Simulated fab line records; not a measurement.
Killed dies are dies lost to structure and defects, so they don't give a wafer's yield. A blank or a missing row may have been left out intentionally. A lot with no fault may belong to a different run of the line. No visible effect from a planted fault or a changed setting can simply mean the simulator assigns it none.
fab line records	flow n5_finfet
record: lots: 7	wafers: 21
route steps=1938 shown BEOL_M13@1680 BEOL_M14@1718 BEOL_M15@1797 MIM_BOT_LITHO@1858 MIM_BOT_ETCH@1866
start_h: the number of hours between the record's first day and the start of the first shown wafer of the lot	wait_h: hours elapsed since this lot's preceding step	" as in the row above	L1.1+2: a single row standing in for several wafers	- no value present, or no start provided	* or withheld: withheld	< > ~ a bound
route shown NAME@n: a module of which the file shows steps, and the number in the route of the first	usual: mean and standard deviation over wafers with no fault	same: alike in all rows	chamber/n: place in a boat	sites: per-site readings	_std_site: standard deviation across them	_edge_site: the outer-site mean with the inner-site mean subtracted	radius_mm: for every site, how far away it sits from the centre of the wafer	mask NAME#n: copy n	behind: the last tool/chamber to shape the wafer	hold: why the lot went on hold/how many hours it stayed there/how the hold came to an end	device: whichever transistor did not switch (one of n, p or np)	end of line: at the end of the route, the tests of the same wafers	step lacking rows: just its recipe	killed: the dies lost at the first sort to structure and to defects; this is not the yield of the wafer	map: dies across one wafer; x = killed, . = not, _ = none there
set.NAME: the setting that was run; set.NAME@STEP: the one run at that earlier step	model.NAME: the simulator's own value behind a step, which no gauge read
one table per step and one row per wafer, for lots whose settings were changed on purpose
== steps ==
step: N5_BEOL_M13_COAT_65
recipe: resist: SOC	temp_c: 250	time_s: 60	spin_rpm: 1500	resist_thk_nm: 350
lot.wafer	tool	chamber	start_h	wait_h	set.spin_rpm	model.SOC_of_BEOL_M13_COAT_65.thk_nm
L076.1	litho_track-03	0	281.26	0.0	1500	351.8
L076.3	"	0	"	"	1500	350.6
L076.4	"	0	"	"	1500	351
L086.2	litho_track-03	0	343.27	0.0	1604	336.6
L086.3	"	0	"	"	1500	349.6
L086.4	"	0	"	"	1500	349
L087.1	litho_track-03	0	343.81	0.0	1619	336
L087.2	"	0	"	"	1500	351
L087.6	"	0	"	"	1619	335.8
L089.1+4	litho_track-03	0	353.06	0.0	1391	362.8
L089.5	"	0	"	"	1500	349.6
L092.2	litho_track-02	0	357.71	0.0	1556	343.6
L092.3+4	"	0	"	"	1500	351.2
L090.2	litho_track-05	0	361.31	0.0	1391	364.4
L090.4+5	"	0	"	"	1500	351.2
L094.1	litho_track-03	0	374.17	0.0	1500	350.4
L094.5	"	0	"	"	1500	350.6
L094.6	"	0	"	"	1500	350
step: N5_BEOL_M14_COAT_58
recipe: resist: BARC	temp_c: 205	time_s: 60	spin_rpm: 1500	resist_thk_nm: 89
lot.wafer	tool	chamber	start_h	wait_h	set.spin_rpm	model.BARC_of_BEOL_M14_COAT_58.thk_nm
L076.1+4	litho_track-01	0	286.29	0.0	1500	89.2
L076.3	"	0	"	"	1500	89.4
L086.2	litho_track-01	0	347.31	0.0	1409	92.2
L086.3+4	"	0	"	"	1500	89
L087.1+2	litho_track-01	0	348.40	0.0	1584	86.4
L087.6	"	0	"	"	1500	89.2
L089.1+4	litho_track-05	0	357.49	0.0	1545	87.8
L089.5	"	0	"	"	1500	89
L092.2	litho_track-04	0	361.03	0.0	1500	89
L092.3	"	0	"	"	1660	84.6
L092.4	"	0	"	"	1500	89.2
L090.2+5	litho_track-01	0	365.11	0.0	1500	89
L090.4	"	0	"	"	1500	89.2
L094.1	litho_track-04	0	379.45	0.0	1500	89.6
L094.5	"	0	"	"	1452	90.8
L094.6	"	0	"	"	1500	89.2
step: N5_BEOL_M14_EXPOSE_07
recipe: mask_id: V13	na: 0.8	source_shape: annular	sigma_inner: 0.5	sigma_outer: 0.8	polarization: unpolarized	attpsm_phase_deg: 180	dose_mj: 57
lot.wafer	tool	chamber	start_h	wait_h	mask	set.dose_mj
L076.1+3+4	krf_scanner-02	0	286.51	-	V13#0	57
L086.2+3	krf_scanner-02	0	347.41	-	V13#0	57
L086.4	"	0	"	"	V13#0	61.15
L087.1+6	krf_scanner-02	0	348.50	-	V13#0	60.61
L087.2	"	0	"	"	V13#0	57
L089.1	krf_scanner-02	0	357.59	-	V13#0	57
L089.4+5	"	0	"	"	V13#0	55.75
L092.2+3+4	krf_scanner-02	0	361.14	-	V13#0	57
L090.2+4+5	krf_scanner-01	0	365.35	-	V13#0	57
L094.1	krf_scanner-01	0	379.68	-	V13#0	57
L094.5+6	"	0	"	"	V13#0	60.71
step: N5_BEOL_M14_PEB_08
recipe: peb_temp_c: 130	peb_time_s: 90
step: N5_BEOL_M14_DEVELOP_09
recipe: develop_time_s: 45	rinse_liquid: diw	dry: air_spin	dev_temp_c: 21
step: N5_BEOL_M14_HARDBAKE_14
recipe: temp_c: 130	time_s: 120
step: N5_BEOL_M14_CD_MEAS_10
recipe: target_cd_nm: 250	landing_energy_ev: 500	detector: se_inlens	polarity: opening
usual: cd_nm: 249.8/2.2
lot.wafer	tool	chamber	start_h	wait_h	set.dose_mj@BEOL_M14_EXPOSE_07	cd_nm
L076.1	cd_sem-02	0	286.69	-	57	250.2
L076.3	"	0	"	"	57	251.5
L076.4	"	0	"	"	57	250.6
L086.2	cd_sem-02	0	347.58	-	57	250.1
L086.3	"	0	"	"	57	249.7
L086.4	"	0	"	"	61.15	257.2
L087.1	cd_sem-01	0	348.68	-	60.61	261.2
L087.2	"	0	"	"	57	250.2
L087.6	"	0	"	"	60.61	258.2
L089.1	cd_sem-03	0	357.77	-	57	250.7
L089.4	"	0	"	"	55.75	248.8
L089.5	"	0	"	"	55.75	246.0
L092.2	cd_sem-03	0	361.31	-	57	248.2
L092.3	"	0	"	"	57	247.5
L092.4	"	0	"	"	57	245.4
L090.2	cd_sem-01	0	365.52	-	57	248.2
L090.4	"	0	"	"	57	249.5
L090.5	"	0	"	"	57	248.6
L094.1	cd_sem-01	0	379.85	-	57	247.8
L094.5	"	0	"	"	60.71	255.9
L094.6	"	0	"	"	60.71	259.8
step: N5_BEOL_M14_DESCUM_15
recipe: chemistry: O2	time_s: 7.9	source_power_w: 50	bias_power_w: 20	pressure_mtorr: 20	rf_frequency_hz: 2.712e+07	temp_c: 40	o2_flow_sccm: 225
step: N5_BEOL_M14_ETCH_59
recipe: chemistry: N2/H2	target: BARC	target_depth_a: 890	overetch_a: 267	time_s: 67.9	ion_energy_ev: 200	pressure_mtorr: 30	source_w: 840	bias_w: 150	n2_flow_sccm: 200	h2_flow_sccm: 200
lot.wafer	tool	chamber	start_h	wait_h	set.spin_rpm@BEOL_M14_COAT_58	model.etch.depth_nm
L076.1	rie_diel-03	1	286.81	0.0	1500	89.12
L076.3	"	2	"	"	1500	89.46
L076.4	"	3	"	"	1500	89.15
L086.2	rie_diel-03	2	347.71	0.0	1409	92.26
L086.3	"	1	"	"	1500	88.91
L086.4	"	0	"	"	1500	88.97
L087.1	rie_diel-01	2	349.18	0.0	1584	86.44
L087.2	"	1	"	"	1584	86.46
L087.6	"	1	"	"	1500	89.14
L089.1	rie_diel-01	0	358.04	0.0	1545	87.72
L089.4	"	2	"	"	1545	87.75
L089.5	"	2	"	"	1500	89.09
L092.2	rie_diel-01	3	361.44	0.0	1500	89
L092.3	"	0	"	"	1660	84.56
L092.4	"	3	"	"	1500	89.24
L090.2	rie_diel-01	3	365.86	0.0	1500	89.08
L090.4	"	0	"	"	1500	89.27
L090.5	"	2	"	"	1500	89.01
L094.1	rie_diel-01	1	379.98	0.0	1500	89.62
L094.5	"	2	"	"	1452	90.76
L094.6	"	3	"	"	1500	89.27
step: N5_BEOL_M14_VIA_ETCH_16
recipe: chemistry: C4F8/O2/Ar	target: SiO2	he_inner_torr: 15	he_outer_torr: 30	target_depth_a: 12313	time_s: withheld	ion_energy_ev: 800	pressure_mtorr: 20	source_w: 1905	bias_w: 2040	Ar_flow_sccm: 400	C4F8_flow_sccm: 16	O2_flow_sccm: 12	ends: cleared
step: N5_BEOL_M14_STRIP_63
recipe: chemistry: O2	power_w: 600	temp_c: 60	pressure_mtorr: 30	rf_frequency_hz: 6e+07	bias_power_w: 0	overash_fraction: 0.3	o2_flow_sccm: 225
step: N5_BEOL_M14_STRIP_71
recipe: chemistry: post_etch_residue_remover	time_s: 60	temp_c: 25	remover_ph: withheld	remover_water_wt_pct: withheld	remover_fluoride_wt_pct: withheld
step: N5_BEOL_M14_SRD_72
recipe: time_s: 30	temp_c: 23	rinse_liquid: diw	dry: n2_spin	spin_rpm: 1500	dry_time_s: 30
step: N5_BEOL_M14_CD_MEAS_17
recipe: target_cd_nm: 250	polarity: opening
usual: cd_nm: 250.2/2.6
lot.wafer	tool	chamber	start_h	wait_h	set.dose_mj@BEOL_M14_EXPOSE_07	cd_nm
L076.1	cd_sem-01	-	287.21	0.0	57	252.2
L076.3	"	-	"	"	57	248.3
L076.4	"	-	"	"	57	250.6
L086.2	cd_sem-01	-	348.12	0.0	57	248.7
L086.3	"	-	"	"	57	252.1
L086.4	"	-	"	"	61.15	255.7
L087.1	cd_sem-02	-	349.74	0.0	60.61	261.6
L087.2	"	-	"	"	57	251.7
L087.6	"	-	"	"	60.61	259.9
L089.1	cd_sem-03	-	358.48	0.0	57	250.6
L089.4	"	-	"	"	55.75	247.2
L089.5	"	-	"	"	55.75	246.7
L092.2	cd_sem-03	-	361.84	0.0	57	249.4
L092.3	"	-	"	"	57	247.9
L092.4	"	-	"	"	57	247.9
L090.2	cd_sem-01	-	366.27	0.0	57	248.5
L090.4	"	-	"	"	57	248.7
L090.5	"	-	"	"	57	247.3
L094.1	cd_sem-03	-	380.38	0.0	57	248.5
L094.5	"	-	"	"	60.71	256.1
L094.6	"	-	"	"	60.71	260.9
step: N5_BEOL_M15_COAT_22
recipe: spin_rpm: 1704	resist_thk_nm: 800
lot.wafer	tool	chamber	start_h	wait_h	set.spin_rpm	model.coat_of_BEOL_M15_COAT_22.thk_nm
L076.1	litho_track-03	0	-	-	1704	803.2
L076.3	"	0	"	"	1704	798
L076.4	"	0	"	"	1704	802
L086.2	litho_track-01	0	-	-	1704	800.4
L086.3	"	0	"	"	1704	800.2
L086.4	"	0	"	"	1574	833.6
L087.1	litho_track-01	0	-	-	1870	763.8
L087.2	"	0	"	"	1704	802.2
L087.6	"	0	"	"	1704	799.4
L089.1	litho_track-02	0	-	-	1704	800.2
L089.4	"	0	"	"	1807	775.2
L089.5	"	0	"	"	1807	778
L092.2	litho_track-02	0	-	-	1606	827.4
L092.3	"	0	"	"	1606	829.2
L092.4	"	0	"	"	1606	831.6
L090.2	litho_track-01	0	-	-	1704	800.4
L090.4	"	0	"	"	1704	799.6
L090.5	"	0	"	"	1704	799.2
L094.1	litho_track-01	0	-	-	1704	798.8
L094.5	"	0	"	"	1704	797.8
L094.6	"	0	"	"	1704	796.8
step: N5_BEOL_M15_TRENCH_ETCH_34
recipe: chemistry: C4F8/O2/Ar	target: SiO2	target_depth_a: 8729.3	he_inner_torr: 15	he_outer_torr: 30	time_s: 199	ion_energy_ev: 800	pressure_mtorr: 20	source_w: 1905	bias_w: 2040	Ar_flow_sccm: 400	C4F8_flow_sccm: 16	O2_flow_sccm: 12
lot.wafer	tool	chamber	start_h	wait_h	set.time_s	model.etch.depth_nm
L076.1	rie_diel-04	2	294.78	0.0	199	876.1
L076.3	"	0	"	"	199	894.4
L076.4	"	1	"	"	199	880.9
L086.2	rie_diel-02	3	354.83	0.0	213.2	964
L086.3	"	1	"	"	199	915.2
L086.4	"	0	"	"	213.2	939.3
L087.1	rie_diel-05	1	356.07	0.0	199	841.9
L087.2	"	2	"	"	199	887.5
L087.6	"	3	"	"	199	888.3
L089.1	rie_diel-04	2	366.08	0.0	215.8	938.2
L089.4	"	0	"	"	215.8	961.2
L089.5	"	3	"	"	199	871.3
L092.2	rie_diel-04	0	367.45	0.0	199	899.3
L092.3	"	2	"	"	199	867
L092.4	"	3	"	"	163.2	713
L090.2	rie_diel-05	2	372.69	0.0	199	869.8
L090.4	"	0	"	"	199	879.7
L090.5	"	2	"	"	199	879.9
L094.1	rie_diel-05	2	386.75	0.0	199	877.5
L094.5	"	1	"	"	199	840.4
L094.6	"	2	"	"	199	875.4
step: N5_BEOL_M15_STRIP_36
recipe: chemistry: O2	power_w: 600	temp_c: 60	pressure_mtorr: 30	rf_frequency_hz: 6e+07	bias_power_w: 0	overash_fraction: 0.3	o2_flow_sccm: 225
step: N5_BEOL_M15_ECD_47
recipe: material: Cu	target_thk_a: 18600
step: N5_BEOL_M15_ANNEAL_48
recipe: temp_c: 225	time_s: 90	ambient: N2
step: N5_BEOL_M15_CMP_49
recipe: stop_on: SiO2	t_overpolish_s: 4.9	down_force_psi: 2	platen_rpm: 80	clearing_platen_down_force_psi: 2	clearing_platen_rpm: 80	post_cmp_clean: cu_alkaline	target_thk_nm: 850	clearing_platen_pad_velocity_m_s: 1.5917	pad_velocity_m_s: 1.5917
lot.wafer	tool	chamber	start_h	wait_h	set.time_s@BEOL_M15_TRENCH_ETCH_34	model.Cu_of_BEOL_M15_ECD_47.thk_nm
L076.1	cmp-03	1	300.48	0.3	199	853.8
L076.3	"	2	"	"	199	871.2
L076.4	"	3	"	"	199	858.4
L086.4	cmp-03	1	357.25	0.1	213.2	915
L086.2	"	3	"	"	213.2	939.8
L086.3	"	0	"	"	199	890
L087.2+6	cmp-01	3,2	359.52	0.3	199	865.4
L087.1	"	0	"	"	199	819
L089.4	cmp-02	1	369.36	0.3	215.8	938.8
L089.1	"	2	"	"	215.8	917.2
L089.5	"	0	"	"	199	849.2
L092.2	cmp-01	1	371.66	0.2	199	876.6
L092.3	"	2	"	"	199	843.2
L092.4	"	3	"	"	163.2	689.6
L090.4	cmp-03	0	378.72	0.1	199	855.4
L090.2	"	3	"	"	199	846
L090.5	"	1	"	"	199	857.8
L094.1	cmp-02	3	391.62	0.3	199	853.8
L094.6	"	3	"	"	199	852
L094.5	"	0	"	"	199	817.8
step: N5_BEOL_M15_THK_MEAS_50
recipe: thk_meas_gauge: xrf	reads: Cu_of_BEOL_M15_ECD_47
usual: M15_THK: 852/15
lot.wafer	tool	chamber	start_h	wait_h	set.time_s@BEOL_M15_TRENCH_ETCH_34	M15_THK[nm]
L076.1	film_metro-01	-	300.74	-	199	842
L076.3	"	-	"	"	199	859
L076.4	"	-	"	"	199	847
L086.2	film_metro-02	-	357.54	-	213.2	942
L086.3	"	-	"	"	199	886
L086.4	"	-	"	"	213.2	917
L087.1	film_metro-01	-	359.77	-	199	814
L087.2	"	-	"	"	199	861
L087.6	"	-	"	"	199	859
L089.1	film_metro-02	-	369.62	-	215.8	931
L089.4	"	-	"	"	215.8	952
L089.5	"	-	"	"	199	858
L092.2	film_metro-02	-	371.96	-	199	884
L092.3	"	-	"	"	199	854
L092.4	"	-	"	"	163.2	693
L090.2	film_metro-02	-	379.01	-	199	852
L090.4	"	-	"	"	199	859
L090.5	"	-	"	"	199	860
L094.1	film_metro-01	-	391.91	-	199	859
L094.5	"	-	"	"	199	823
L094.6	"	-	"	"	199	854
step: N5_BEOL_M15_PRE_CLEAN_52
recipe: gas: NH3	time_s: 15	temp_c: withheld	rf_power_w: 300
step: N5_BEOL_M15_DEP_53
recipe: material: SiCN	target_thk_a: 500	temp_c: withheld	precursor: 3MS/NH3	pressure_torr: 3	rf_w: 675	time_s: 17.8
step: N5_BEOL_M15_RS_MEAS_54
recipe: thk_meas_gauge: four-point-probe	reads: Cu_of_BEOL_M15_ECD_47+Ta_of_BEOL_M15_SPUTTER_44+TaN_of_BEOL_M15_SPUTTER_43
usual: M15_RS: 0.0215/0.00037
lot.wafer	tool	chamber	start_h	wait_h	set.time_s@BEOL_M15_TRENCH_ETCH_34	M15_RS[ohm/sq]
L076.1	film_metro-01	-	300.87	0.0	199	0.0214
L076.3	"	-	"	"	199	0.0210
L076.4	"	-	"	"	199	0.0213
L086.2	film_metro-02	-	357.67	0.1	213.2	0.0195
L086.3	"	-	"	"	199	0.0206
L086.4	"	-	"	"	213.2	0.0200
L087.1	film_metro-01	-	359.90	0.0	199	0.0223
L087.2	"	-	"	"	199	0.0212
L087.6	"	-	"	"	199	0.0211
L089.1	film_metro-02	-	369.74	0.0	215.8	0.0200
L089.4	"	-	"	"	215.8	0.0195
L089.5	"	-	"	"	199	0.0216
L092.2	film_metro-01	-	372.08	0.1	199	0.0209
L092.3	"	-	"	"	199	0.0217
L092.4	"	-	"	"	163.2	0.0266
L090.2	film_metro-02	-	379.14	0.1	199	0.0217
L090.4	"	-	"	"	199	0.0214
L090.5	"	-	"	"	199	0.0214
L094.1	film_metro-02	-	392.07	0.1	199	0.0214
L094.5	"	-	"	"	199	0.0224
L094.6	"	-	"	"	199	0.0215
step: N5_MIM_BOT_LITHO_EXPOSE_05
recipe: mask_id: MIM_BOT	na: 0.55	source_shape: conventional	sigma_outer: 0.8	polarization: unpolarized	dose_mj: 24.25
lot.wafer	tool	chamber	start_h	wait_h	mask	set.dose_mj
L076.1+3+4	krf_scanner-01	0	305.93	-	MIM_BOT#0	24.25
L086.2	krf_scanner-01	0	360.69	-	MIM_BOT#0	24.25
L086.3+4	"	0	"	"	MIM_BOT#0	22.95
L087.1+2+6	krf_scanner-02	0	364.33	-	MIM_BOT#0	24.25
L089.1+5	krf_scanner-02	0	373.74	-	MIM_BOT#0	24.97
L089.4	"	0	"	"	MIM_BOT#0	24.25
L092.2	krf_scanner-01	0	376.53	-	MIM_BOT#0	25.95
L092.3+4	"	0	"	"	MIM_BOT#0	24.25
L090.2+4	krf_scanner-02	0	383.54	-	MIM_BOT#0	24.25
L090.5	"	0	"	"	MIM_BOT#0	22.84
L094.1+6	krf_scanner-02	0	395.63	-	MIM_BOT#0	24.25
L094.5	"	0	"	"	MIM_BOT#0	25.92
step: N5_MIM_BOT_LITHO_PEB_06
recipe: peb_temp_c: withheld	peb_time_s: *
step: N5_MIM_BOT_LITHO_DEVELOP_07
recipe: develop_time_s: 60	rinse_liquid: diw	dry: air_spin	dev_temp_c: 21
step: N5_MIM_BOT_LITHO_HARDBAKE_09
recipe: temp_c: 130	time_s: 120
step: N5_MIM_BOT_LITHO_CD_MEAS_08
recipe: target_cd_nm: 3000	landing_energy_ev: 500	detector: se_inlens	polarity: opening
usual: cd_nm: 3000.2/1.7
lot.wafer	tool	chamber	start_h	wait_h	set.dose_mj@MIM_BOT_LITHO_EXPOSE_05	cd_nm
L076.1	cd_sem-03	0	306.11	-	24.25	2999.0
L076.3	"	0	"	"	24.25	3002.0
L076.4	"	0	"	"	24.25	2998.5
L086.2	cd_sem-01	0	360.86	-	24.25	3000.8
L086.3	"	0	"	"	22.95	2992.8
L086.4	"	0	"	"	22.95	2992.0
L087.1	cd_sem-02	0	364.51	-	24.25	3001.4
L087.2	"	0	"	"	24.25	2999.2
L087.6	"	0	"	"	24.25	3001.3
L089.1	cd_sem-03	0	373.92	-	24.97	3005.1
L089.4	"	0	"	"	24.25	3000.1
L089.5	"	0	"	"	24.97	3004.3
L092.2	cd_sem-01	0	376.71	-	25.95	3012.3
L092.3	"	0	"	"	24.25	2995.5
L092.4	"	0	"	"	24.25	2998.9
L090.2	cd_sem-02	0	383.72	-	24.25	2999.9
L090.4	"	0	"	"	24.25	3001.2
L090.5	"	0	"	"	22.84	2990.3
L094.1	cd_sem-01	0	395.81	-	24.25	2996.5
L094.5	"	0	"	"	25.92	3013.6
L094.6	"	0	"	"	24.25	2998.5
step: N5_MIM_BOT_ETCH_ETCH_04
recipe: chemistry: CF4/O2	target: SiNx	target_depth_a: 260	time_s: 13	ion_energy_ev: 100	pressure_mtorr: 40	source_w: 535	bias_w: 49	Ar_flow_sccm: 100	cf4_flow_sccm: 100	O2_flow_sccm: 10
lot.wafer	tool	chamber	start_h	wait_h	set.time_s	model.etch.depth_nm
L076.1	rie_diel-06	3	306.50	0.0	13	25.97
L076.3	"	2	"	"	13	26.15
L076.4	"	1	"	"	13	26.2
L086.2	rie_diel-03	0	361.01	0.0	13	25.49
L086.3	"	3	"	"	11.56	22.01
L086.4	"	2	"	"	13	26.07
L087.1	rie_diel-03	0	364.66	0.0	13	25.5
L087.2	"	2	"	"	13	25.91
L087.6	"	0	"	"	13	25.52
L089.1	rie_diel-06	1	374.07	0.0	11.02	21.94
L089.4	"	3	"	"	11.02	21.88
L089.5	"	1	"	"	11.02	21.98
L092.2	rie_diel-06	2	376.89	0.0	13	25.79
L092.3	"	0	"	"	15.23	29.15
L092.4	"	3	"	"	15.23	30.03
L090.2	rie_diel-01	2	383.87	0.0	10.56	20.47
L090.4	"	2	"	"	13	25.45
L090.5	"	3	"	"	10.56	20.48
L094.1	rie_diel-06	2	395.96	0.0	14.06	28.06
L094.5	"	0	"	"	13	25.2
L094.6	"	1	"	"	13	26.11
== key ==
split: step: N5_BEOL_M13_COAT_65	setting: spin_rpm	stated: 1500	by: wafer
response: step: N5_BEOL_M13_COAT_65	reading: model.SOC_of_BEOL_M13_COAT_65.thk_nm	change: -1.86	per: 1%	r: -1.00
split: step: N5_BEOL_M14_COAT_58	setting: spin_rpm	stated: 1500	by: wafer
response: step: N5_BEOL_M14_COAT_58	reading: model.BARC_of_BEOL_M14_COAT_58.thk_nm	change: -0.453	per: 1%	r: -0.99
response: step: N5_BEOL_M14_ETCH_59	reading: model.etch.depth_nm	change: -0.458	per: 1%	r: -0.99
split: step: N5_BEOL_M14_EXPOSE_07	setting: dose_mj	stated: 57	by: wafer
response: step: N5_BEOL_M14_CD_MEAS_10	reading: cd_nm	change: +1.33	per: 1%	r: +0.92
response: step: N5_BEOL_M14_CD_MEAS_17	reading: cd_nm	change: +1.21	per: 1%	r: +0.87
split: step: N5_BEOL_M15_COAT_22	setting: spin_rpm	stated: 1704	by: wafer
response: step: N5_BEOL_M15_COAT_22	reading: model.coat_of_BEOL_M15_COAT_22.thk_nm	change: -3.99	per: 1%	r: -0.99
split: step: N5_BEOL_M15_TRENCH_ETCH_34	setting: time_s	stated: 199	by: wafer
response: step: N5_BEOL_M15_TRENCH_ETCH_34	reading: model.etch.depth_nm	change: +8.93	per: 1%	r: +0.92
response: step: N5_BEOL_M15_CMP_49	reading: model.Cu_of_BEOL_M15_ECD_47.thk_nm	change: +8.96	per: 1%	r: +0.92
response: step: N5_BEOL_M15_THK_MEAS_50	reading: M15_THK	change: +9.37	per: 1%	r: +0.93
response: step: N5_BEOL_M15_RS_MEAS_54	reading: M15_RS	change: -0.000262	per: 1%	r: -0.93
split: step: N5_MIM_BOT_LITHO_EXPOSE_05	setting: dose_mj	stated: 24.25	by: wafer
response: step: N5_MIM_BOT_LITHO_CD_MEAS_08	reading: cd_nm	change: +1.99	per: 1%	r: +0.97
split: step: N5_MIM_BOT_ETCH_ETCH_04	setting: time_s	stated: 13	by: wafer
response: step: N5_MIM_BOT_ETCH_ETCH_04	reading: model.etch.depth_nm	change: +0.263	per: 1%	r: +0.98
